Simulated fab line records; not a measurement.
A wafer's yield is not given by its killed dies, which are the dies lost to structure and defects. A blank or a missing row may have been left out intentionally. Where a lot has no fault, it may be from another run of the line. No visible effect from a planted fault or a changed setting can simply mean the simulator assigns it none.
One fault seen from 2 desks -- flow n5-finfet -- each desk holds nothing but its own numbers, with what lay behind them at the end

== FOR THE TOOL OWNER'S DESK: arfi-scanner-01 ==
The tool's own readings at N5_HKMG_FIN_EXPOSE_09 (exposes mask NWFM): means of the sampled wafers that have a number, for each lot that ran on this tool. If a lot's mean is further than 4 standard deviations from the usual mean, the lot is out of limits and carries the mark OUT (the distance appears in the brackets).
Columns: A = exposure-dose-mJ-cm2 at N5_HKMG_FIN_EXPOSE_09, usual 39.22
lot,first seen here,A
L724,day 4 02:51,39.20
L735,day 6 21:47,39.22
L737,day 7 08:40,39.14
L738,day 7 15:14,43.10 (+86) OUT
L744,day 9 02:16,42.34 (+69) OUT
Finding of this desk: L738, L744 out of limits; the first was L738 at day 7 15:14, on exposure-dose-mJ-cm2 at N5_HKMG_FIN_EXPOSE_09. L724, L735, L737 stayed within limits.

== THE METROLOGY DESK ==
Lot by lot, what the gauges showed, no matter which tool ran the lot: averages of those sampled wafers that carry a number. If a lot's mean is further than 4 standard deviations from the usual mean, the lot is out of limits and carries the mark OUT (the distance appears in the brackets). Shown are 7 of the 11 readings it has, namely the first that went out of limits plus those furthest out on some lot.
Columns: A = cd-nm at N5_HKMG_FIN_CD_MEAS_12, usual 93.0 nm; B = DIBL_N at N5_BEOL_M4_RC_MEAS_101, usual 36.4 mV/V; C = IOFF_N at N5_BEOL_M4_RC_MEAS_101, usual 0.164 nA/um; D = ION_P at N5_BEOL_M4_RC_MEAS_101, usual 463 uA/um; E = SS_N at N5_BEOL_M4_RC_MEAS_101, usual 71.5 mV/dec; F = VT_N at N5_BEOL_M4_RC_MEAS_101, usual 249.2 mV; G = VT_P at N5_BEOL_M4_RC_MEAS_101, usual -250.1 mV
lot,first seen here,A,B,C,D,E,F,G
L724,day 4 02:59,93.0,36.9,0.146,454,70.9,249.8,-255.4
L726,day 4 20:05,93.8,35.9,0.166,468,71.5,248.4,-249.9
L728,day 5 04:19,92.9,35.0,0.151,461,70.9,251.3,-251.4
L735,day 6 21:55,92.9,35.6,0.168,472,72.2,247.3,-246.9
L737,day 7 08:47,93.1,33.4,0.124,462,70.8,253.0,-250.6
L738,day 7 15:22,99.2 (+11) OUT,37.5,0.190,463,71.8,248.8,-249.6
L742,day 8 12:56,93.5,37.0,0.173,467,72.1,246.5,-248.3
L744,day 9 02:24,97.6 (+8.1) OUT,36.6,0.154,464,71.8,248.0,-250.9
L747,day 9 23:08,92.4,37.3,0.174,460,71.4,249.2,-250.6
Finding of this desk: L738, L744 out of limits; the first was L738 at day 7 15:22, on cd-nm at N5_HKMG_FIN_CD_MEAS_12. L724, L726, L728, L735, L737, L742, L747 stayed within limits.

== BROUGHT TOGETHER ==
An alarm could have come from the tool owner's desk at day 7 15:14, on L738, L744.
An alarm was possible from the metrology desk at day 7 15:22, on L738, L744.
All the named lots went through N5_HKMG_FIN_EXPOSE_09 on arfi-scanner-01.

== WHAT WAS PUT IN BY THE SIMULATOR ==
Drift in process parameters on arfi-scanner-01 at N5_HKMG_FIN_EXPOSE_09, starting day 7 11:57. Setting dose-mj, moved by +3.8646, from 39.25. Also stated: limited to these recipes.
Shown lots that were struck: L738, L744.
Delay (hours) between the fault's onset and each desk's first out-of-limits reading: 3 at the tool owner's desk, 3 at the metrology desk.
